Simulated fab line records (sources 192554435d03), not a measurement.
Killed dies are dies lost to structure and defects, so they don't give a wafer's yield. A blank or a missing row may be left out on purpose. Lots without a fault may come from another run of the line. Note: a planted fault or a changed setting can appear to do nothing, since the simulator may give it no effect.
A lot that was struck, set against a sound lot | flow n5-finfet | 17 out of 1938 route steps
Sound: these wafers, L224.1, L224.4, L224.5. Struck: wafers L219.2, L219.5 (left out: L219.3, a lot-mate that was not struck); the cause follows at the end.
Order at every step that has rows: each side's tool, ch and its chambers, its first start. Under that, the readings that differ: sound wafers | struck wafers | difference of the means | sigmas: that difference in standard deviations of wafers without a fault.
alike: a reading whose means differ by less than 2 such deviations, as well as words and numbers matching on both sides. not compared: withheld readings; readings where some wafer has no value; bounds like >300 that might hide an equal value; numbers whose values overlap and for which the record gives no deviation.
Wherever a step has rows on one side only, a row that says differs or no value, or a row with sigmas, the two part there. Non-overlapping numbers with no deviation appear without sigmas and do not part them. Lack of a reading on every wafer of one side parts them only where that side has two or more wafers.

first, 5 steps without rows for these wafers: N5_SD_EPI_N_EBR_05; N5_SD_EPI_N_SOFTBAKE_04 (time 60 s); N5_SD_EPI_N_EXPOSE_06 (exposes mask SD N BLK, target cd 120 nm); N5_SD_EPI_N_PEB_07 (peb time 60 s); N5_SD_EPI_N_DEVELOP_08 (develop time 30 s).
N5_SD_EPI_N_CD_MEAS_09: target cd 120 nm.
  sound on cd-sem-01 ch 0, day 8 03:24; struck on cd-sem-01 ch 0, day 6 19:07
  alike: cd-nm
N5_SD_EPI_N_OVL_MEAS_10:
  sound on overlay-02 ch 0, day 8 03:26; struck on overlay-01 ch 0, day 6 19:09
  alike: SD_N_BLK_OVL
N5_SD_EPI_N_INSPECT_11: inspects for defects (macro).
  sound: defect-inspect-01 at day 8 03:28; struck: defect-inspect-01 at day 6 19:10
  alike: raw-defect-count
N5_SD_EPI_N_DESCUM_14: chemistry O2, time 7.9 s.
  sound on rie-diel-06 ch 1,2, day 8 04:14; struck on rie-diel-04 ch 1,2, day 6 19:13
  alike: bias-power-w, drypump-motor-current-A, oes-product-au, rf-vpp-V, showerhead-plenum-p-Torr, throttle-valve-pct
  not compared: rf-hours-counter-h
N5_SD_EPI_N_ETCH_34: etches SiARC in CF4, target depth 45.5 nm, time 75.8 s.
  sound on rie-diel-06 ch 1,2, day 8 04:16; struck on rie-diel-04 ch 1,2, day 6 19:14
  alike: cf4-flow-sccm, drypump-motor-current-A, etch-rf-on-time-s, mfc-ar-sccm, oes-product-au, rf-vpp-V, showerhead-plenum-p-Torr, throttle-valve-pct
  not compared: rf-hours-counter-h
N5_SD_EPI_N_ETCH_35: etches SOC in N2/H2, overetch 108 nm, time 486 s.
  sound on rie-diel-06 ch 1,2, day 8 04:19; struck on rie-diel-04 ch 1,2, day 6 19:18
  alike: drypump-motor-current-A, oes-product-au, rf-vpp-V, showerhead-plenum-p-Torr, throttle-valve-pct
  not compared: rf-hours-counter-h
then, 1 step without rows for these wafers: N5_SD_EPI_N_STRIP_36 (strips in N2/H2).
N5_SD_EPI_N_ETCHBACK_44: etches SiNx in CH3F/O2, stops on SiO2, target depth 14.5 nm.
  sound on rie-diel-06 ch 1,2, day 8 04:39; struck on rie-diel-04 ch 1,2, day 6 19:37
  reading                                     | sound        | struck    | difference | sigmas
  model.SiARC_of_SD_EPI_N_COAT_33.thk-nm (nm) | 16.4 16.6 17 | 14.6 13.2 | -2.8       |
  alike: drypump-motor-current-A, mfc-ar-sccm, oes-product-au, rf-vpp-V, showerhead-plenum-p-Torr, throttle-valve-pct
  not compared: rf-hours-counter-h
N5_SD_EPI_N_ETCH_45: etches SiOCN in CH3F/O2, target depth 6 nm.
  sound on rie-diel-06 ch 1,2, day 8 04:45; struck on rie-diel-04 ch 1,2, day 6 19:43
  reading      | sound             | struck      | difference | sigmas
  rf-vpp-V (V) | 127.3 127.8 126.4 | 128.7 130.0 | +2.2       | +2
  alike: drypump-motor-current-A, mfc-ar-sccm, oes-product-au, showerhead-plenum-p-Torr, throttle-valve-pct
  not compared: rf-hours-counter-h
N5_SD_EPI_N_ETCH_16: etches SiO2 in CHF3/O2, target depth 5 nm.
  sound on rie-diel-06 ch 1,2, day 8 04:51; struck on rie-diel-04 ch 1,2, day 6 19:49
  reading                                     | sound      | struck   | difference | sigmas
  model.SiARC_of_SD_EPI_N_COAT_33.thk-nm (nm) | 13 13 13.4 | 11.2 9.8 | -2.6       |
  alike: drypump-motor-current-A, mfc-ar-sccm, oes-product-au, rf-vpp-V, showerhead-plenum-p-Torr, throttle-valve-pct
  not compared: rf-hours-counter-h
then, 1 step without rows for these wafers: N5_SD_EPI_N_STRIP_47 (strips in CHF3/O2).
N5_PASSIVATION_PROBE_49:
  sound wafers here have rows in the record (prober-02, day 17 12:43); struck ones have none

== WHERE THEY PART ==
Earliest at N5_SD_EPI_N_ETCH_45; latest, in this record, at N5_PASSIVATION_PROBE_49.

WHY: what the simulator had put in
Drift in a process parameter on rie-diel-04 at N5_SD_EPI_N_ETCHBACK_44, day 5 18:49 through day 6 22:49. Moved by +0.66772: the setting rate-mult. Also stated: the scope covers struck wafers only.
